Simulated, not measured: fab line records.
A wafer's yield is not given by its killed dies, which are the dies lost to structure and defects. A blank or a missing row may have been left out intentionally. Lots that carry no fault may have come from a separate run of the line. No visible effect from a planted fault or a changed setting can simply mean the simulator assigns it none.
Lot-split experiment | flow n5_finfet | on a route of 1938 steps: 7 lots, 39 wafers read

THE SPLIT ITSELF
At N5_SD_EPI_N_EXPOSE_06 (exposes mask SD N BLK, target cd 120 nm), the setting dose_mj was moved away from the recipe's 39.75 on 15 of the 39 wafers read, by -6.7% to +7.8%. This setting was run at the recipe's value on the other wafers.

FROM THE SPLIT TO THE READING: what the file shows between them, 2 steps
- N5_SD_EPI_N_PEB_07: peb time 60 s
- N5_SD_EPI_N_DEVELOP_08: develop time 30 s

THE READING
Shown in nm: cd_nm at N5_SD_EPI_N_CD_MEAS_09, with target cd 120 nm. Typical for fault-free wafers on this fab line: 120.1 nm, with standard deviation 0.73 nm.

wafer  | tool, chamber at the split | dose_mj as run | against the recipe | cd_nm, nm | against lot-mates on the recipe
L074.1 | arfi_scanner-01, 0         | 42.87          | +7.8%              | 126.5     | +5.6
L074.2 | arfi_scanner-01, 0         | 42.87          | +7.8%              | 125.0     | +4.1
L074.3 | arfi_scanner-01, 0         | 39.75          | recipe             | 121.4     | -
L074.4 | arfi_scanner-01, 0         | 39.75          | recipe             | 120.4     | -
L074.5 | arfi_scanner-01, 0         | 42.87          | +7.8%              | 125.6     | +4.7
L074.6 | arfi_scanner-01, 0         | 39.75          | recipe             | 120.8     | -
L075.1 | arfi_scanner-01, 0         | 40.88          | +2.8%              | 122.2     | +1.9
L075.2 | arfi_scanner-01, 0         | 40.88          | +2.8%              | 121.9     | +1.6
L075.3 | arfi_scanner-01, 0         | 39.75          | recipe             | 120.9     | -
L075.4 | arfi_scanner-01, 0         | 39.75          | recipe             | 119.8     | -
L075.5 | arfi_scanner-01, 0         | 40.88          | +2.8%              | 122.8     | +2.5
L075.6 | arfi_scanner-01, 0         | 39.75          | recipe             | 120.1     | -
L077.1 | arfi_scanner-02, 0         | 40.8           | +2.6%              | 121.0     | +1.5
L077.2 | arfi_scanner-02, 0         | 39.75          | recipe             | 119.8     | -
L077.3 | arfi_scanner-02, 0         | 39.75          | recipe             | 119.3     | -
L077.4 | arfi_scanner-02, 0         | 40.8           | +2.6%              | 121.7     | +2.2
L077.5 | arfi_scanner-02, 0         | 39.75          | recipe             | 119.5     | -
L077.6 | arfi_scanner-02, 0         | 40.8           | +2.6%              | 121.0     | +1.5
L081.1 | arfi_scanner-01, 0         | 39.75          | recipe             | 120.4     | -
L081.2 | arfi_scanner-01, 0         | 39.75          | recipe             | 120.4     | -
L081.3 | arfi_scanner-01, 0         | 39.75          | recipe             | 120.2     | -
L081.4 | arfi_scanner-01, 0         | 39.75          | recipe             | 119.8     | -
L081.5 | arfi_scanner-01, 0         | 39.75          | recipe             | 119.2     | -
L081.6 | arfi_scanner-01, 0         | 39.75          | recipe             | 118.8     | -
L083.1 | arfi_scanner-02, 0         | 39.75          | recipe             | 119.3     | -
L083.2 | arfi_scanner-02, 0         | 39.75          | recipe             | 119.2     | -
L083.4 | arfi_scanner-02, 0         | 39.75          | recipe             | 119.8     | -
L088.1 | arfi_scanner-03, 0         | 39.75          | recipe             | 119.5     | -
L088.2 | arfi_scanner-03, 0         | 39.75          | recipe             | 119.6     | -
L088.3 | arfi_scanner-03, 0         | 41.45          | +4.3%              | 123.2     | +3.5
L088.4 | arfi_scanner-03, 0         | 41.45          | +4.3%              | 122.9     | +3.2
L088.5 | arfi_scanner-03, 0         | 39.75          | recipe             | 120.1     | -
L088.6 | arfi_scanner-03, 0         | 41.45          | +4.3%              | 122.4     | +2.7
L095.1 | arfi_scanner-01, 0         | 37.07          | -6.7%              | 114.4     | -5.4
L095.2 | arfi_scanner-01, 0         | 39.75          | recipe             | 120.5     | -
L095.3 | arfi_scanner-01, 0         | 39.75          | recipe             | 119.7     | -
L095.4 | arfi_scanner-01, 0         | 37.07          | -6.7%              | 116.0     | -3.8
L095.5 | arfi_scanner-01, 0         | 39.75          | recipe             | 119.1     | -
L095.6 | arfi_scanner-01, 0         | 37.07          | -6.7%              | 114.4     | -5.4

THE FIT
A straight line over all 39 wafers: cd_nm changes by +0.728 nm for each +1% of dose_mj; r = +0.97; the points scatter about the line by 0.63 nm.
The same after taking each lot's own level away (the mean of its wafers on the recipe; 39 wafers): +0.673 nm for each +1%; r = +0.97; scatter 0.52 nm.
According to that fit, moving dose_mj by its largest amount changes the reading by 5.3 nm.
The lots' own levels span 119.43 to 120.87 nm, that is 2.0 times the standard deviation above.
So the lot-to-lot level changes the slope little: the two slopes agree.
Check: with one of the wafers moved furthest among these (+7.8%) left out of the fit, the line predicts +5.17 nm for it against its lot-mates. It came out at +5.63 nm against them.

ADDITIONAL SPLITS CARRIED BY THESE WAFERS
These wafers also went through other splits before the reading. Each is held against what the fit with the lots' levels taken away leaves over:
other split on the same wafers | wafers away from the commonest value | r with cd_nm (lot level and that fit taken away)
N5_DUMMY_GATE_ETCH_37 source_w | 12                                   | +0.12

THE WHOLE CHAIN: every reading that the file lists as answering this split, in the file's order
step                   | what it does             | reading                                                         | change (the file's fit)               | r (the file's)
N5_SD_EPI_N_CD_MEAS_09 | target cd 120 nm         | cd_nm                                                           | +0.668 nm for each +1% of the setting | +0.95
N5_SD_EPI_N_DESCUM_14  | chemistry O2, time 7.9 s | SD_EPI_N.cd_nm (the simulator's own value, which no gauge read) | +0.69 nm for each +1% of the setting  | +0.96

THE FILE'S OWN FIT
cd_nm changes by +0.668 nm for each +1% of dose_mj, r = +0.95.
